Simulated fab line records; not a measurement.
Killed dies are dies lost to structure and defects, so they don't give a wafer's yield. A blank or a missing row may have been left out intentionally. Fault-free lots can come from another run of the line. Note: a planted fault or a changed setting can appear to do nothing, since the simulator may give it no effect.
Which tool was responsible? / flow nand-harc / route of 1302 steps, sampled at 1 step: 12 lots, 36 wafers

== WHAT THE GAUGES READ, wafer by wafer ==
NHARC_P_M0_OVL_MEAS_10: pitch 180 nm.
lot=L076; measured=day 6 17:27; on=overlay-01; overlay-x-nm (nm)=1.0 0.8 1.5
lot=L077; measured=day 7 05:19; on=overlay-01; overlay-x-nm (nm)=-0.4 -0.1 0.0
lot=L079; measured=day 8 04:50; on=overlay-02; overlay-x-nm (nm)=1.4 1.9 1.4
lot=L081; measured=day 9 04:01; on=overlay-01; overlay-x-nm (nm)=1.2 1.3 0.6
lot=L083; measured=day 9 18:16; on=overlay-01; overlay-x-nm (nm)=1.3 1.2 1.0
lot=L085; measured=day 10 16:55; on=overlay-02; overlay-x-nm (nm)=0.4 -0.3 0.1
lot=L087; measured=day 11 09:25; on=overlay-01; overlay-x-nm (nm)=0.2 0.8 0.9
lot=L088; measured=day 12 09:13; on=overlay-01; overlay-x-nm (nm)=-0.9 -0.3 -0.7
lot=L091; measured=day 13 04:13; on=overlay-01; overlay-x-nm (nm)=0.7 1.0 0.8
lot=L093; measured=day 13 22:31; on=overlay-02; overlay-x-nm (nm)=1.1 0.7 0.6
lot=L095; measured=day 14 15:25; on=overlay-01; overlay-x-nm (nm)=0.1 0.5 0.4
lot=L096; measured=day 16 14:40; on=overlay-01; overlay-x-nm (nm)=-0.4 -0.5 -0.3

== TOOL THAT RAN EACH LOT (tool first, then ch and the chambers of the sampled wafers, then the start) ==
The record shows no process step preceding these readings.

== THE ANSWER, worked out from the rows above alone ==
Rule: usual is defined by the lots themselves. The widest of any qualifying gaps counts: lots, ordered by their means at a reading, are off when they make up no more than a third of the lots, leave a main group of 4 or more, and stand apart from it by 3 or more times the standard deviation of that group's means. The tables above print the reading to a certain number of digits; a main group whose means all agree to those digits is not used. Also off: a lot with no number at a reading for which 4 or more lots have one. All remaining lots with rows at the step are treated as sound.
No lot is off at any reading shown: from this, nothing can be told.

== WHAT HAD BEEN PUT IN BY THE SIMULATOR ==
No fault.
